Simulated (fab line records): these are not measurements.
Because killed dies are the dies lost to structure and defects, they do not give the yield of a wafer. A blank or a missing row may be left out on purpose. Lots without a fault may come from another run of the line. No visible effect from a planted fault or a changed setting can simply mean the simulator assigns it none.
Split-lot trial | flow n5_finfet | 7 lots, 39 wafers read, on a route of 1938 steps

## THE SPLIT
At N5_HKMG_FIN_ETCH_35 (etches SOC in N2/H2, target depth 215.8 nm, time 243.4 s), the setting target_depth_a was moved away from the recipe's 2158 angstrom on 15 of the 39 wafers read, by -56.8% to -22.4%. The other wafers ran this setting at the recipe's value.

The reading is taken at the split's own step.

## THE READING
SOC_of_HKMG_FIN_COAT_29.thk_nm (the simulator's own value, which no gauge read), in nm, at N5_HKMG_FIN_ETCH_35 (etches SOC in N2/H2, target depth 215.8 nm, time 243.4 s). There is no usual value for it anywhere in the file. The 24 wafers here that ran the recipe average 84.9 nm, standard deviation 2.5 nm.

wafer  | tool, chamber at the split | target_depth_a as run, angstrom | against the recipe | SOC_of_HKMG_FIN_COAT_29.thk_nm, nm | against lot-mates on the recipe
L076.1 | rie_diel-01, 0             | 2158                            | recipe             | 87                                 | -
L076.2 | rie_diel-01, 1             | 2158                            | recipe             | 85                                 | -
L076.3 | rie_diel-01, 2             | 1210                            | -43.9%             | 176.6                              | +90.8
L076.4 | rie_diel-01, 3             | 1210                            | -43.9%             | 178.8                              | +93.0
L076.5 | rie_diel-01, 2             | 1210                            | -43.9%             | 178.2                              | +92.4
L076.6 | rie_diel-01, 1             | 2158                            | recipe             | 85.4                               | -
L081.1 | rie_diel-01, 0             | 2158                            | recipe             | 87                                 | -
L081.2 | rie_diel-01, 3             | 2158                            | recipe             | 84                                 | -
L081.3 | rie_diel-01, 1             | 2158                            | recipe             | 86.6                               | -
L081.4 | rie_diel-01, 2             | 2158                            | recipe             | 85.4                               | -
L081.5 | rie_diel-01, 1             | 2158                            | recipe             | 85.2                               | -
L081.6 | rie_diel-01, 2             | 2158                            | recipe             | 84                                 | -
L084.1 | rie_diel-05, 1             | 2158                            | recipe             | 81.2                               | -
L084.2 | rie_diel-05, 2             | 932.5                           | -56.8%             | 204.6                              | +124.1
L084.3 | rie_diel-05, 3             | 2158                            | recipe             | 82.2                               | -
L084.4 | rie_diel-05, 0             | 932.5                           | -56.8%             | 206.6                              | +126.1
L084.5 | rie_diel-05, 2             | 2158                            | recipe             | 78.2                               | -
L084.6 | rie_diel-05, 1             | 932.5                           | -56.8%             | 205                                | +124.5
L085.1 | rie_diel-05, 0             | 2158                            | recipe             | 83.2                               | -
L085.2 | rie_diel-05, 2             | 955.9                           | -55.7%             | 201.4                              | +118.7
L085.3 | rie_diel-05, 1             | 955.9                           | -55.7%             | 202.8                              | +120.1
L085.4 | rie_diel-05, 3             | 2158                            | recipe             | 83                                 | -
L085.5 | rie_diel-05, 3             | 2158                            | recipe             | 82                                 | -
L085.6 | rie_diel-05, 2             | 955.9                           | -55.7%             | 201.6                              | +118.9
L087.1 | rie_diel-06, 2             | 2158                            | recipe             | 88.2                               | -
L087.4 | rie_diel-06, 1             | 2158                            | recipe             | 86.6                               | -
L087.5 | rie_diel-06, 3             | 2158                            | recipe             | 87.2                               | -
L089.1 | rie_diel-06, 2             | 2158                            | recipe             | 86.2                               | -
L089.2 | rie_diel-06, 3             | 2158                            | recipe             | 87.6                               | -
L089.3 | rie_diel-06, 1             | 2158                            | recipe             | 84                                 | -
L089.4 | rie_diel-06, 0             | 964.3                           | -55.3%             | 202.6                              | +116.7
L089.5 | rie_diel-06, 3             | 964.3                           | -55.3%             | 205.6                              | +119.7
L089.6 | rie_diel-06, 0             | 964.3                           | -55.3%             | 202.6                              | +116.7
L094.1 | rie_diel-06, 1             | 1674                            | -22.4%             | 132.2                              | +46.4
L094.2 | rie_diel-06, 3             | 2158                            | recipe             | 87.8                               | -
L094.3 | rie_diel-06, 0             | 1674                            | -22.4%             | 132.6                              | +46.8
L094.4 | rie_diel-06, 0             | 2158                            | recipe             | 82.2                               | -
L094.5 | rie_diel-06, 1             | 1674                            | -22.4%             | 133.8                              | +48.0
L094.6 | rie_diel-06, 3             | 2158                            | recipe             | 87.4                               | -

FIT RESULTS
A straight line over all 39 wafers: SOC_of_HKMG_FIN_COAT_29.thk_nm changes by -2.12 nm for each +1% of target_depth_a; r = -1.00; the points scatter about the line by 2.1 nm.
The same after taking each lot's own level away (the mean of its wafers on the recipe; 39 wafers): -2.15 nm for each +1%; r = -1.00; scatter 1.7 nm.
On that fit, the largest move of target_depth_a shifts the reading by 1.2e+02 nm.
The lots' own levels span 80.53 to 87.33 nm, that is 2.8 times the standard deviation above.
The two slopes agree, so the slope changes little with the lot-to-lot level.
Check: with one of the wafers moved furthest among these (-56.8%) left out of the fit, the line predicts +122 nm for it against its lot-mates. Against them it came out at +124 nm.

## THE OTHER SPLITS THESE WAFERS WENT THROUGH
Other splits were also applied to these wafers ahead of the reading. Each is held against what the fit with the lots' levels taken away leaves over:
other split on the same wafers     | wafers away from the commonest value | r with SOC_of_HKMG_FIN_COAT_29.thk_nm (lot level and that fit taken away)
N5_FIN_SAQP_HM_DEP_72 target_thk_a | 9                                    | -0.19

## THE WHOLE CHAIN: every reading that the file lists as answering this split, in the file's order
step                | what it does                                             | reading                                                                         | change (the file's fit)              | r (the file's)
N5_HKMG_FIN_ETCH_35 | etches SOC in N2/H2, target depth 215.8 nm, time 243.4 s | etch.depth_nm (the simulator's own value, which no gauge read)                  | +2.15 nm for each +1% of the setting | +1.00
N5_HKMG_FIN_ETCH_35 | etches SOC in N2/H2, target depth 215.8 nm, time 243.4 s | HKMG_FIN.feature_depth_nm (the simulator's own value, which no gauge read)      | +2.15 nm for each +1% of the setting | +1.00
N5_HKMG_FIN_ETCH_35 | etches SOC in N2/H2, target depth 215.8 nm, time 243.4 s | SOC_of_HKMG_FIN_COAT_29.thk_nm (the simulator's own value, which no gauge read) | -2.14 nm for each +1% of the setting | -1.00

## FILE'S OWN FIT
SOC_of_HKMG_FIN_COAT_29.thk_nm changes by -2.14 nm for each +1% of target_depth_a, r = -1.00.
